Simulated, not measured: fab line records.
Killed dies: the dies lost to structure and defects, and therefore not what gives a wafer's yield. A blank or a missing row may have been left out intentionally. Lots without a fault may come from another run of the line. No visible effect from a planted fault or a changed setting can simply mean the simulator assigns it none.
Split-lot study + flow n5Finfet + 7 lots, 39 wafers read, on a route of 1938 steps

## SPLIT DETAILS
At N5_SD_EPI_P_ETCH_16 (etches SiO2 in CHF3/O2, target depth 5 nm), the setting targetDepthA was moved away from the recipe's 50 angstrom on 15 of the 39 wafers read, by -58.4% to -35.6%. The other wafers ran this setting at the recipe's value.

The reading is taken at the split's own step.

## THE READING
etch.depthNm (the simulator's own value, which no gauge read), in nm, at N5_SD_EPI_P_ETCH_16 (etches SiO2 in CHF3/O2, target depth 5 nm). The file gives no usual value for it. The 24 wafers here that ran the recipe average 5.034 nm, standard deviation 0.15 nm.

| wafer  | tool, chamber at the split | targetDepthA as run, angstrom | against the recipe | etch.depthNm, nm | against lot-mates on the recipe |
|--------|----------------------------|-------------------------------|--------------------|------------------|---------------------------------|
| L075.1 | rieDiel-04, 0              | 50                            | recipe             | 4.926            | -                               |
| L075.2 | rieDiel-04, 3              | 20.79                         | -58.4%             | 2.154            | -2.865                          |
| L075.3 | rieDiel-04, 2              | 20.79                         | -58.4%             | 2.006            | -3.013                          |
| L075.4 | rieDiel-04, 2              | 20.79                         | -58.4%             | 2.022            | -2.997                          |
| L075.5 | rieDiel-04, 3              | 50                            | recipe             | 5.218            | -                               |
| L075.6 | rieDiel-04, 0              | 50                            | recipe             | 4.914            | -                               |
| L077.1 | rieDiel-01, 1              | 32.21                         | -35.6%             | 3.075            | -1.977                          |
| L077.2 | rieDiel-01, 0              | 50                            | recipe             | 5.09             | -                               |
| L077.3 | rieDiel-01, 2              | 50                            | recipe             | 5.05             | -                               |
| L077.4 | rieDiel-01, 3              | 32.21                         | -35.6%             | 3.104            | -1.948                          |
| L077.5 | rieDiel-01, 2              | 50                            | recipe             | 5.015            | -                               |
| L077.6 | rieDiel-01, 1              | 32.21                         | -35.6%             | 3.103            | -1.949                          |
| L082.1 | rieDiel-04, 0              | 50                            | recipe             | 4.88             | -                               |
| L082.2 | rieDiel-04, 1              | 50                            | recipe             | 5.057            | -                               |
| L082.3 | rieDiel-04, 3              | 29.1                          | -41.8%             | 2.996            | -2.031                          |
| L082.4 | rieDiel-04, 2              | 29.1                          | -41.8%             | 2.783            | -2.244                          |
| L082.5 | rieDiel-04, 2              | 29.1                          | -41.8%             | 2.795            | -2.232                          |
| L082.6 | rieDiel-04, 3              | 50                            | recipe             | 5.143            | -                               |
| L084.1 | rieDiel-04, 0              | 23.51                         | -53.0%             | 2.287            | -2.656                          |
| L084.2 | rieDiel-04, 2              | 50                            | recipe             | 4.738            | -                               |
| L084.3 | rieDiel-04, 3              | 50                            | recipe             | 5.077            | -                               |
| L084.4 | rieDiel-04, 1              | 50                            | recipe             | 5.014            | -                               |
| L084.5 | rieDiel-04, 2              | 23.51                         | -53.0%             | 2.243            | -2.700                          |
| L084.6 | rieDiel-04, 3              | 23.51                         | -53.0%             | 2.413            | -2.530                          |
| L086.1 | rieDiel-01, 1              | 50                            | recipe             | 4.876            | -                               |
| L086.2 | rieDiel-01, 3              | 50                            | recipe             | 4.942            | -                               |
| L086.3 | rieDiel-01, 2              | 50                            | recipe             | 5.239            | -                               |
| L086.4 | rieDiel-01, 0              | 50                            | recipe             | 5.345            | -                               |
| L086.5 | rieDiel-01, 3              | 50                            | recipe             | 4.909            | -                               |
| L086.6 | rieDiel-01, 0              | 50                            | recipe             | 5.297            | -                               |
| L087.3 | rieDiel-02, 2              | 50                            | recipe             | 5.181            | -                               |
| L087.4 | rieDiel-02, 0              | 50                            | recipe             | 4.91             | -                               |
| L087.5 | rieDiel-02, 1              | 50                            | recipe             | 5.012            | -                               |
| L090.1 | rieDiel-04, 1              | 29.35                         | -41.3%             | 2.927            | -2.064                          |
| L090.2 | rieDiel-04, 2              | 29.35                         | -41.3%             | 2.813            | -2.178                          |
| L090.3 | rieDiel-04, 0              | 29.35                         | -41.3%             | 2.833            | -2.158                          |
| L090.4 | rieDiel-04, 3              | 50                            | recipe             | 5.059            | -                               |
| L090.5 | rieDiel-04, 2              | 50                            | recipe             | 4.815            | -                               |
| L090.6 | rieDiel-04, 3              | 50                            | recipe             | 5.1              | -                               |

FIT RESULTS
A straight line over all 39 wafers: etch.depthNm changes by +0.0518 nm for each +1% of targetDepthA; r = +0.99; the points scatter about the line by 0.13 nm.
The same after taking each lot's own level away (the mean of its wafers on the recipe; 39 wafers): +0.0511 nm for each +1%; r = +0.99; scatter 0.13 nm.
The reading moves by 3 nm for the largest change in targetDepthA, on that fit.
The span of the lots' own levels, 4.9430 to 5.1013 nm, comes to 1.1 times the standard deviation stated above.
So the lot-to-lot level changes the slope little: the two slopes agree.
Check: -3.01 nm against its lot-mates is what the line predicts for one of the wafers moved furthest among these (-58.4%) when that wafer is left out of the fit. Against them it came out at -2.87 nm.

## OTHER SPLITS ON THESE WAFERS
Other splits were also applied to these wafers ahead of the reading. Each is held against what the fit with the lots' levels taken away leaves over:
| other split on the same wafers      | wafers away from the commonest value | r with etch.depthNm (lot level and that fit taken away) |
|-------------------------------------|--------------------------------------|---------------------------------------------------------|
| N5_FIN_CUT_CUT_ETCH_26 targetDepthA | 15                                   | +0.19                                                   |

## FILE'S OWN FIT
etch.depthNm changes by +0.0512 nm for each +1% of targetDepthA, r = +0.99.
